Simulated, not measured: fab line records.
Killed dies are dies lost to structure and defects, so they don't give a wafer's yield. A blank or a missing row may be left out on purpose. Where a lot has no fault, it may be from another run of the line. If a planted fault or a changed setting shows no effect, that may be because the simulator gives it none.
fab line records	flow nand_harc
[record] lots = 24	wafers = 72	last_day = 33
route steps=1302 shown A_M0@1149 A_M1@1190 A_BONDPAD@1226
lots with no fault: from the same line, run without faults
start_h: hours from the record's first day to the start of the lot's first wafer shown	wait_h: hours elapsed since this lot's preceding step	" unchanged from the row above	L1.1+2: a single row standing in for several wafers	- no value, or no start given	* or withheld: withheld	< > ~ a bound
route shown NAME@n: a module of which the file shows steps, and the number in the route of the first	usual: mean and standard deviation over wafers with no fault	same: alike in all rows	chamber/n: place in a boat	sites: each site's reading	_std_site: standard deviation across them	_edge_site: mean of outer sites minus mean of inner sites	radius_mm: for every site, how far away it sits from the centre of the wafer	mask NAME#n: copy n	behind: the last tool/chamber to shape the wafer	hold: the reason the lot was held/the length of the hold in hours/how it ended	device: which transistor (n, p or np) failed to switch	end of line: tests run on the same wafers once the route is complete	step lacking rows: just its recipe	killed: not the wafer's yield, but the dies lost to structure and defects at the first sort	map: a wafer's dies, x killed, . not, _ none there
set.NAME: the run value of the setting; set.NAME@STEP: its run value at that earlier step	model.NAME: the simulator's own value behind a step, which no gauge read
route steps across a sampled set of lots; one table per step, one row per wafer
services: a tool's chamber out of use, with start hour (start_h, from the record's first day; less than 0 if before it), hours out, and reason
[[steps]]
[step NHARC_A_M0_INSPECT_11]
[usual] raw_defect_count = 82/37
lot.wafer	tool	chamber	start_h	wait_h	raw_defect_count
L074.3	defect_inspect-02	-	514.40	0.0	70
L074.4	"	-	"	"	72
L074.5	"	-	"	"	77
L076.2	defect_inspect-02	-	536.22	0.0	22
L076.5	"	-	"	"	23
L076.6	"	-	"	"	15
L075.1	defect_inspect-01	-	536.52	0.0	167
L075.2	"	-	"	"	149
L075.5	"	-	"	"	156
L077.1	defect_inspect-02	-	551.44	0.0	98
L077.4	"	-	"	"	105
L077.5	"	-	"	"	102
L078.3	defect_inspect-02	-	561.53	0.0	59
L078.5	"	-	"	"	65
L078.6	"	-	"	"	58
L079.4	defect_inspect-01	-	586.52	0.0	103
L079.5	"	-	"	"	85
L079.6	"	-	"	"	107
L080.3	defect_inspect-02	-	595.19	0.0	131
L080.4	"	-	"	"	101
L080.6	"	-	"	"	131
L081.1	defect_inspect-01	-	602.76	0.0	60
L081.4	"	-	"	"	62
L081.5	"	-	"	"	79
L082.1	defect_inspect-02	-	603.49	0.0	122
L082.2	"	-	"	"	129
L082.3	"	-	"	"	108
L083.1	defect_inspect-01	-	623.53	0.0	139
L083.3	"	-	"	"	149
L083.6	"	-	"	"	146
L084.1	defect_inspect-01	-	628.58	0.0	54
L084.2	"	-	"	"	66
L084.5	"	-	"	"	61
L085.2	defect_inspect-02	-	630.74	0.0	92
L085.3	"	-	"	"	88
L085.6	"	-	"	"	95
L086.1	defect_inspect-01	-	635.56	0.0	12
L086.4	"	-	"	"	17
L086.6	"	-	"	"	17
L087.3	defect_inspect-01	-	653.82	0.0	106
L087.4	"	-	"	"	105
L087.6	"	-	"	"	76
L088.4	defect_inspect-02	-	664.83	0.0	96
L088.5	"	-	"	"	98
L088.6	"	-	"	"	109
L089.1	defect_inspect-02	-	668.76	0.0	101
L089.2	"	-	"	"	93
L089.4	"	-	"	"	97
L090.3	defect_inspect-01	-	671.08	0.0	35
L090.4	"	-	"	"	33
L090.5	"	-	"	"	39
L091.1	defect_inspect-02	-	713.38	0.0	117
L091.4	"	-	"	"	122
L091.5	"	-	"	"	117
L092.1	defect_inspect-02	-	713.95	0.0	92
L092.2	"	-	"	"	87
L092.3	"	-	"	"	76
L093.1	defect_inspect-01	-	718.45	0.0	37
L093.4	"	-	"	"	32
L093.5	"	-	"	"	35
L094.3	defect_inspect-02	-	718.96	0.0	60
L094.5	"	-	"	"	81
L094.6	"	-	"	"	82
L095.2	defect_inspect-01	-	738.48	0.0	33
L095.4	"	-	"	"	30
L095.6	"	-	"	"	30
L097.1	defect_inspect-01	-	752.93	0.0	113
L097.2	"	-	"	"	105
L097.6	"	-	"	"	99
L096.1	defect_inspect-01	-	754.55	0.0	63
L096.2	"	-	"	"	58
L096.5	"	-	"	"	60
[step NHARC_A_M0_ETCH_34]
[recipe] target_depth_a = 400	overetch_a = 120	time_s = 43.94	ion_energy_ev = 200	n2_flow_sccm = 150	h2_flow_sccm = 150	ar_flow_sccm = 0	rf_w = 400	bias_w = 150	chemistry = N2/H2
[usual] drypump_motor_current_A = 5.7/0.35	oes_product_au = 0.997/0.0096	rf_vpp_V = 430.6/2.6	showerhead_plenum_p_Torr = 2.04/0.089	throttle_valve_pct = 14.172/0.01
lot.wafer	tool	chamber	start_h	wait_h	drypump_motor_current_A	oes_product_au	rf_hours_counter_h	rf_vpp_V	showerhead_plenum_p_Torr	throttle_valve_pct
L074.3	rie_diel-11	1	514.56	0.1	5.6	1.008	3.3	434.7	2.16	14.166
L074.4	"	2	"	"	5.3	0.992	3.1	429.1	1.99	14.171
L074.5	"	3	"	"	6.0	0.978	-	426.6	1.92	14.177
L076.2	rie_diel-03	2	536.38	0.1	6.3	0.984	4.7	430.8	2.06	14.156
L076.5	"	0	"	"	5.2	0.984	-	433.8	2.15	14.163
L076.6	"	1	"	"	6.1	0.992	-	426.9	1.94	14.186
L075.2	rie_diel-11	0	536.67	0.1	5.6	0.997	4.8	430.6	2.00	14.168
L075.1	"	2	"	"	5.3	1.005	4.3	428.7	1.99	14.184
L075.5	"	0	"	"	5.6	1.000	-	427.6	2.00	14.168
L077.4	rie_diel-03	0	551.59	0.1	5.2	0.967	4.5	432.7	2.15	14.157
L077.1	"	2	"	"	6.3	0.987	5.0	430.6	2.06	14.157
L077.5	"	0	"	"	5.2	0.965	-	433.2	2.15	14.182
L078.3	rie_diel-03	3	561.69	0.1	5.3	1.002	5.3	431.4	2.07	14.176
L078.5	"	0	"	"	5.2	0.981	-	433.3	2.15	14.167
L078.6	"	1	"	"	6.0	0.981	-	427.8	1.94	14.180
L079.4	rie_diel-11	1	586.68	0.1	5.6	1.014	6.2	434.6	2.16	14.169
L079.5	"	3	"	"	6.0	0.995	-	426.7	1.92	14.176
L079.6	"	0	"	"	5.6	1.008	-	430.0	2.00	14.178
L080.3	rie_diel-05	0	595.33	0.1	5.2	0.999	0.0	435.1	2.17	14.169
L080.4	"	2	"	"	5.6	1.009	0.0	428.9	1.96	14.167
L080.6	"	0	"	"	5.3	1.004	-	433.9	2.17	14.174
L081.1	rie_diel-11	1	602.91	0.1	5.6	1.006	6.8	433.0	2.16	14.172
L081.4	"	2	"	"	5.3	1.007	7.0	428.1	1.99	14.179
L081.5	"	0	"	"	5.6	1.008	-	430.1	2.00	14.170
L082.1	rie_diel-11	0	603.64	0.1	5.6	0.994	7.0	429.3	2.00	14.173
L082.3	"	1	"	"	5.6	1.008	6.9	433.9	2.16	14.165
L082.2	"	2	"	"	5.3	1.001	7.0	429.4	1.99	14.177
L083.3	rie_diel-05	3	623.68	0.1	6.2	1.004	2.2	432.6	2.10	14.164
L083.1	"	0	"	"	5.2	0.994	2.4	434.4	2.17	14.178
L083.6	"	3	"	"	6.2	1.005	-	432.9	2.10	14.159
L084.1	rie_diel-11	2	628.72	0.1	5.3	0.988	1.4	428.9	1.98	14.184
L084.2	"	1	"	"	5.6	1.003	1.2	433.1	2.16	14.153
L084.5	"	2	"	"	5.3	0.998	-	428.9	1.98	14.180
L085.3	rie_diel-11	2	630.88	0.1	5.3	0.985	1.5	429.3	1.98	14.166
L085.2	"	1	"	"	5.6	0.996	1.4	434.6	2.16	14.178
L085.6	"	3	"	"	6.0	0.981	-	425.9	1.92	14.173
L086.1	rie_diel-05	0	635.71	0.1	5.2	0.997	2.9	433.5	2.17	14.163
L086.4	"	2	"	"	5.6	0.998	3.1	428.1	1.96	14.162
L086.6	"	0	"	"	5.2	0.996	-	435.0	2.17	14.181
L087.4	rie_diel-05	0	653.98	0.1	5.2	0.990	4.1	435.1	2.17	14.196
L087.3	"	1	"	"	5.4	0.995	4.2	432.4	2.12	14.186
L087.6	"	2	"	"	5.6	0.998	-	428.3	1.96	14.179
L088.4	rie_diel-11	3	664.97	0.1	6.0	0.999	3.8	426.6	1.92	14.174
L088.6	"	3	"	"	6.0	1.002	-	427.8	1.92	14.176
L088.5	"	0	"	"	5.7	0.990	-	428.9	2.00	14.145
L089.4	rie_diel-05	3	668.92	0.1	6.2	1.006	5.2	433.8	2.10	14.175
L089.1	"	0	"	"	5.2	0.994	4.5	433.1	2.17	14.176
L089.2	"	1	"	"	5.5	0.987	4.7	432.0	2.12	14.157
L090.3	rie_diel-03	0	671.23	0.1	5.2	1.001	0.6	434.7	2.15	14.165
L090.4	"	1	"	"	6.0	0.986	0.6	427.4	1.94	14.167
L090.5	"	3	"	"	5.3	1.000	-	432.3	2.07	14.172
L091.1	rie_diel-11	0	713.52	0.1	5.6	0.995	6.8	429.3	1.99	14.182
L091.4	"	3	"	"	6.0	0.988	6.5	426.0	1.92	14.185
L091.5	"	1	"	"	5.6	0.988	-	433.2	2.15	14.176
L092.1	rie_diel-05	1	714.10	0.1	5.5	0.988	7.2	432.7	2.12	14.166
L092.3	"	2	"	"	5.6	1.014	7.3	429.5	1.96	14.157
L092.2	"	3	"	"	6.2	1.000	8.0	432.0	2.10	14.177
L093.1	rie_diel-03	1	718.61	0.1	6.0	0.995	5.1	428.5	1.94	14.169
L093.4	"	2	"	"	6.3	1.001	4.6	430.5	2.06	14.158
L093.5	"	0	"	"	5.2	0.980	-	434.3	2.14	14.174
L094.3	rie_diel-11	2	719.14	0.1	5.3	0.990	5.6	429.5	1.98	14.170
L094.6	"	3	"	"	6.0	0.989	-	427.1	1.92	14.146
L094.5	"	0	"	"	5.6	1.000	-	428.8	1.99	14.186
L095.4	rie_diel-05	0	738.62	0.1	5.2	0.997	8.3	432.4	2.17	14.167
L095.2	"	2	"	"	5.6	1.003	7.8	428.2	1.96	14.169
L095.6	"	1	"	"	5.4	0.995	-	433.4	2.12	14.179
L097.2	rie_diel-05	2	753.08	0.1	5.6	0.996	8.8	430.8	1.96	14.165
L097.1	"	0	"	"	5.2	1.001	9.1	433.9	2.17	14.175
L097.6	"	2	"	"	5.6	1.009	-	429.1	1.96	14.178
L096.1	rie_diel-11	3	754.69	0.1	6.1	0.998	8.4	427.3	1.92	14.168
L096.2	"	2	"	"	5.3	1.006	7.1	428.9	1.98	14.172
L096.5	"	3	"	"	6.0	0.998	-	426.4	1.91	14.165
[step NHARC_A_M0_PVD_20]
[recipe] target_thk_a = 50	bias_v = 168.6	power_w = 15000	chamber_pressure_pa = 0.12	time_s = 8.06	substrate_temp_c = 50	material = TaN
[usual] throttle_valve_pct = 29.8/1.1
lot.wafer	tool	chamber	start_h	wait_h	throttle_valve_pct
L074.4	pvd_sputter-02	-	-	-	29.0
L074.3	"	-	"	"	31.2
L074.5	"	-	"	"	29.2
L076.2	pvd_sputter-02	-	-	-	29.1
L076.6	"	-	"	"	28.2
L076.5	"	-	"	"	31.3
L075.2	pvd_sputter-03	-	-	-	30.1
L075.1	"	-	"	"	29.7
L075.5	"	-	"	"	29.4
L077.4	pvd_sputter-02	-	-	-	27.8
L077.1	"	-	"	"	29.9
L077.5	"	-	"	"	31.6
L078.3	pvd_sputter-01	-	-	-	30.0
L078.5	"	-	"	"	29.1
L078.6	"	-	"	"	29.8
L079.4	pvd_sputter-03	-	-	-	29.6
L079.5	"	-	"	"	29.7
L079.6	"	-	"	"	29.9
L080.3	pvd_sputter-02	-	-	-	30.0
L080.4	"	-	"	"	28.3
L080.6	"	-	"	"	31.5
L081.4	pvd_sputter-03	-	-	-	30.1
L081.1	"	-	"	"	29.9
L081.5	"	-	"	"	30.0
L082.3	pvd_sputter-01	-	-	-	30.5
L082.2	"	-	"	"	28.7
L082.1	"	-	"	"	32.2
L083.3	pvd_sputter-01	-	-	-	32.7
L083.1	"	-	"	"	29.4
L083.6	"	-	"	"	32.4
L084.1	pvd_sputter-02	-	-	-	28.0
L084.2	"	-	"	"	31.6
L084.5	"	-	"	"	30.2
L085.3	pvd_sputter-01	-	-	-	32.6
L085.2	"	-	"	"	28.6
L085.6	"	-	"	"	29.7
L086.4	pvd_sputter-02	-	-	-	27.9
L086.1	"	-	"	"	29.2
L086.6	"	-	"	"	30.1
L087.3	pvd_sputter-02	-	-	-	28.2
L087.4	"	-	"	"	29.6
L087.6	"	-	"	"	31.2
L088.4	pvd_sputter-01	-	-	-	29.5
L088.6	"	-	"	"	29.7
L088.5	"	-	"	"	30.4
L089.2	pvd_sputter-03	-	-	-	29.8
L089.1	"	-	"	"	29.8
L089.4	"	-	"	"	30.0
L090.3	pvd_sputter-01	-	-	-	30.3
L090.4	"	-	"	"	32.2
L090.5	"	-	"	"	28.3
L091.1	pvd_sputter-03	-	-	-	29.9
L091.4	"	-	"	"	29.2
L091.5	"	-	"	"	28.2
L092.3	pvd_sputter-01	-	-	-	29.9
L092.1	"	-	"	"	30.2
L092.2	"	-	"	"	28.5
L093.4	pvd_sputter-02	-	-	-	28.3
L093.1	"	-	"	"	29.4
L093.5	"	-	"	"	28.4
L094.3	pvd_sputter-03	-	-	-	28.3
L094.5	"	-	"	"	30.0
L094.6	"	-	"	"	28.4
L095.4	pvd_sputter-03	-	-	-	29.7
L095.2	"	-	"	"	30.0
L095.6	"	-	"	"	29.8
L097.2	pvd_sputter-02	-	-	-	29.5
L097.1	"	-	"	"	29.7
L097.6	"	-	"	"	31.0
L096.1	pvd_sputter-03	-	-	-	29.9
L096.2	"	-	"	"	30.1
L096.5	"	-	"	"	29.2
[step NHARC_A_M1_PRE_CLEAN_30]
[recipe] time_s = 30	temp_c = 280	gas = H2/He
[usual] heater_power_w = 419/48
lot.wafer	tool	chamber	start_h	wait_h	heater_power_w
L074.4	pvd_sputter-03	-	-	-	466
L074.3	"	-	"	"	376
L074.5	"	-	"	"	475
L076.2	pvd_sputter-02	-	-	-	414
L076.5	"	-	"	"	410
L076.6	"	-	"	"	401
L075.1	pvd_sputter-01	-	-	-	447
L075.2	"	-	"	"	411
L075.5	"	-	"	"	393
L077.4	pvd_sputter-03	-	-	-	399
L077.1	"	-	"	"	496
L077.5	"	-	"	"	393
L078.3	pvd_sputter-03	-	-	-	496
L078.6	"	-	"	"	401
L078.5	"	-	"	"	387
L079.4	pvd_sputter-03	-	-	-	479
L079.6	"	-	"	"	496
L079.5	"	-	"	"	396
L080.3	pvd_sputter-02	-	-	-	339
L080.4	"	-	"	"	391
L080.6	"	-	"	"	415
L081.4	pvd_sputter-03	-	-	-	389
L081.1	"	-	"	"	499
L081.5	"	-	"	"	376
L082.3	pvd_sputter-03	-	-	-	400
L082.2	"	-	"	"	497
L082.1	"	-	"	"	384
L083.1	pvd_sputter-01	-	-	-	420
L083.3	"	-	"	"	410
L083.6	"	-	"	"	353
L084.2	pvd_sputter-03	-	-	-	472
L084.1	"	-	"	"	385
L084.5	"	-	"	"	490
L085.3	pvd_sputter-03	-	-	-	403
L085.2	"	-	"	"	389
L085.6	"	-	"	"	399
L086.4	pvd_sputter-03	-	-	-	481
L086.1	"	-	"	"	400
L086.6	"	-	"	"	500
L087.3	pvd_sputter-01	-	-	-	360
L087.4	"	-	"	"	417
L087.6	"	-	"	"	356
L088.4	pvd_sputter-01	-	-	-	462
L088.6	"	-	"	"	414
L088.5	"	-	"	"	413
L089.2	pvd_sputter-03	-	-	-	479
L089.1	"	-	"	"	389
L089.4	"	-	"	"	481
L090.3	pvd_sputter-03	-	-	-	398
L090.4	"	-	"	"	385
L090.5	"	-	"	"	405
L091.1	pvd_sputter-02	-	-	-	398
L091.4	"	-	"	"	417
L091.5	"	-	"	"	347
L092.2	pvd_sputter-03	-	-	-	402
L092.1	"	-	"	"	500
L092.3	"	-	"	"	472
L093.4	pvd_sputter-01	-	-	-	340
L093.1	"	-	"	"	464
L093.5	"	-	"	"	345
L094.3	pvd_sputter-01	-	-	-	466
L094.6	"	-	"	"	393
L094.5	"	-	"	"	338
L095.4	pvd_sputter-03	-	-	-	507
L095.2	"	-	"	"	482
L095.6	"	-	"	"	511
L097.1	pvd_sputter-02	-	-	-	402
L097.2	"	-	"	"	415
L097.6	"	-	"	"	349
L096.1	pvd_sputter-02	-	-	-	351
L096.2	"	-	"	"	408
L096.5	"	-	"	"	393
[step NHARC_A_M1_PRE_CLEAN_32]
[recipe] time_s = 12	temp_c = 370	rf_power_w = 300	gas = NH3
[usual] heater_power_w = 625/54
lot.wafer	tool	chamber	start_h	wait_h	heater_power_w
L074.3	pecvd-02	2	521.43	0.1	584
L074.5	"	1	"	"	624
L074.4	"	0	"	"	606
L076.2	pecvd-04	2	542.84	0.1	660
L076.6	"	2	"	"	659
L076.5	"	0	"	"	582
L075.2	pecvd-03	1	543.19	0.1	706
L075.1	"	2	"	"	550
L075.5	"	1	"	"	696
L077.1	pecvd-04	0	558.42	0.1	590
L077.4	"	0	"	"	617
L077.5	"	1	"	"	581
L078.3	pecvd-02	2	568.56	0.1	607
L078.5	"	2	"	"	607
L078.6	"	0	"	"	611
L079.4	pecvd-03	2	593.53	0.1	654
L079.6	"	0	"	"	559
L079.5	"	1	"	"	661
L080.3	pecvd-03	2	601.93	0.1	642
L080.4	"	1	"	"	750
L080.6	"	2	"	"	638
L081.1	pecvd-02	0	609.76	0.1	611
L081.4	"	0	"	"	592
L081.5	"	2	"	"	574
L082.1	pecvd-02	2	610.29	0.1	610
L082.3	"	0	"	"	558
L082.2	"	1	"	"	700
L083.3	pecvd-02	1	630.17	0.1	717
L083.1	"	2	"	"	637
L083.6	"	1	"	"	711
L084.1	pecvd-02	0	635.41	0.1	659
L084.2	"	1	"	"	634
L084.5	"	2	"	"	576
L085.3	pecvd-02	1	639.07	1.2	736
L085.2	"	2	"	"	641
L085.6	"	1	"	"	713
L086.1	pecvd-02	1	644.36	0.1	714
L086.6	"	0	"	"	656
L086.4	"	1	"	"	725
L087.3	pecvd-04	2	660.49	0.1	708
L087.6	"	1	"	"	638
L087.4	"	0	"	"	659
L088.4	pecvd-02	1	671.67	0.1	642
L088.5	"	2	"	"	605
L088.6	"	0	"	"	648
L089.2	pecvd-02	0	675.63	0.1	662
L089.1	"	2	"	"	622
L089.4	"	0	"	"	666
L090.3	pecvd-02	2	677.79	0.1	624
L090.4	"	1	"	"	692
L090.5	"	2	"	"	636
L091.1	pecvd-02	2	720.17	0.1	653
L091.5	"	0	"	"	641
L091.4	"	1	"	"	726
L092.1	pecvd-04	2	720.64	0.1	609
L092.3	"	0	"	"	580
L092.2	"	1	"	"	616
L093.1	pecvd-03	1	725.22	0.1	683
L093.5	"	2	"	"	567
L093.4	"	0	"	"	505
L094.3	pecvd-02	2	725.77	0.1	660
L094.6	"	0	"	"	557
L094.5	"	1	"	"	628
L095.2	pecvd-02	1	745.88	0.1	633
L095.4	"	1	"	"	648
L095.6	"	0	"	"	596
L097.2	pecvd-03	2	759.59	0.1	561
L097.1	"	0	"	"	559
L097.6	"	1	"	"	635
L096.1	pecvd-02	2	761.30	0.1	609
L096.2	"	1	"	"	658
L096.5	"	2	"	"	598
[step NHARC_A_BONDPAD_PRE_CLEAN_26]
[recipe] time_s = 30	temp_c = 280	gas = H2/He
[usual] heater_power_w = 417/45
lot.wafer	tool	chamber	start_h	wait_h	heater_power_w
L074.3	pvd_sputter-02	-	-	-	352
L074.4	"	-	"	"	405
L074.5	"	-	"	"	408
L076.2	pvd_sputter-01	-	-	-	418
L076.6	"	-	"	"	437
L076.5	"	-	"	"	418
L075.1	pvd_sputter-02	-	-	-	341
L075.2	"	-	"	"	403
L075.5	"	-	"	"	414
L077.4	pvd_sputter-03	-	-	-	472
L077.1	"	-	"	"	403
L077.5	"	-	"	"	485
L078.3	pvd_sputter-01	-	-	-	356
L078.6	"	-	"	"	439
L078.5	"	-	"	"	416
L079.4	pvd_sputter-01	-	-	-	417
L079.6	"	-	"	"	398
L079.5	"	-	"	"	350
L080.3	pvd_sputter-03	-	-	-	483
L080.4	"	-	"	"	387
L080.6	"	-	"	"	469
L081.4	pvd_sputter-02	-	-	-	349
L081.1	"	-	"	"	432
L081.5	"	-	"	"	344
L082.2	pvd_sputter-01	-	-	-	407
L082.3	"	-	"	"	413
L082.1	"	-	"	"	356
L083.3	pvd_sputter-02	-	-	-	422
L083.1	"	-	"	"	398
L083.6	"	-	"	"	420
L084.2	pvd_sputter-01	-	-	-	352
L084.1	"	-	"	"	423
L084.5	"	-	"	"	465
L085.3	pvd_sputter-03	-	-	-	462
L085.2	"	-	"	"	390
L085.6	"	-	"	"	471
L086.1	pvd_sputter-01	-	-	-	472
L086.4	"	-	"	"	407
L086.6	"	-	"	"	467
L087.3	pvd_sputter-02	-	-	-	414
L087.4	"	-	"	"	340
L087.6	"	-	"	"	417
L088.4	pvd_sputter-02	-	-	-	356
L088.6	"	-	"	"	395
L088.5	"	-	"	"	417
L089.2	pvd_sputter-03	-	-	-	480
L089.1	"	-	"	"	388
L089.4	"	-	"	"	404
L090.3	pvd_sputter-02	-	-	-	388
L090.4	"	-	"	"	355
L090.5	"	-	"	"	404
L091.1	pvd_sputter-03	-	-	-	498
L091.4	"	-	"	"	462
L091.5	"	-	"	"	510
L092.3	pvd_sputter-03	-	-	-	401
L092.2	"	-	"	"	516
L092.1	"	-	"	"	364
L093.4	pvd_sputter-03	-	-	-	382
L093.1	"	-	"	"	509
L093.5	"	-	"	"	418
L094.3	pvd_sputter-02	-	-	-	400
L094.6	"	-	"	"	414
L094.5	"	-	"	"	406
L095.2	pvd_sputter-03	-	-	-	467
L095.4	"	-	"	"	390
L095.6	"	-	"	"	482
L097.1	pvd_sputter-02	-	-	-	401
L097.2	"	-	"	"	401
L097.6	"	-	"	"	404
L096.1	pvd_sputter-02	-	-	-	345
L096.2	"	-	"	"	419
L096.5	"	-	"	"	353
[[services]]
tool	chamber	start_h	hours	kind
pvd_sputter-02	-	501.58	3.7	repair
rie_diel-11	2	501.86	8.8	repair
pvd_sputter-03	-	506.61	9.4	repair
pvd_sputter-01	-	520.57	2.9	repair
rie_diel-11	1	524.90	3.3	repair
pvd_sputter-03	-	526.01	10.0	pm
pvd_sputter-01	-	582.00	10.0	pm
rie_diel-05	-	583.71	9.0	pm
pecvd-02	-	589.10	13.0	pm
rie_diel-05	1	604.97	10.2	repair
rie_diel-11	-	611.47	9.0	pm
pvd_sputter-01	-	622.08	1.7	repair
pvd_sputter-02	-	638.14	10.0	pm
pvd_sputter-03	-	659.93	7.6	repair
pvd_sputter-01	-	662.90	0.6	repair
pecvd-02	0	665.63	2.0	repair
rie_diel-11	2	666.24	14.1	repair
pvd_sputter-01	-	676.09	2.6	repair
pvd_sputter-02	-	692.86	8.6	repair
pvd_sputter-03	-	704.01	10.0	pm
pecvd-02	1	712.69	3.6	repair
pecvd-02	2	735.63	12.2	repair
pvd_sputter-01	-	738.31	37.5	repair
rie_diel-11	-	745.53	0.5	repair
[[key]]
fault none
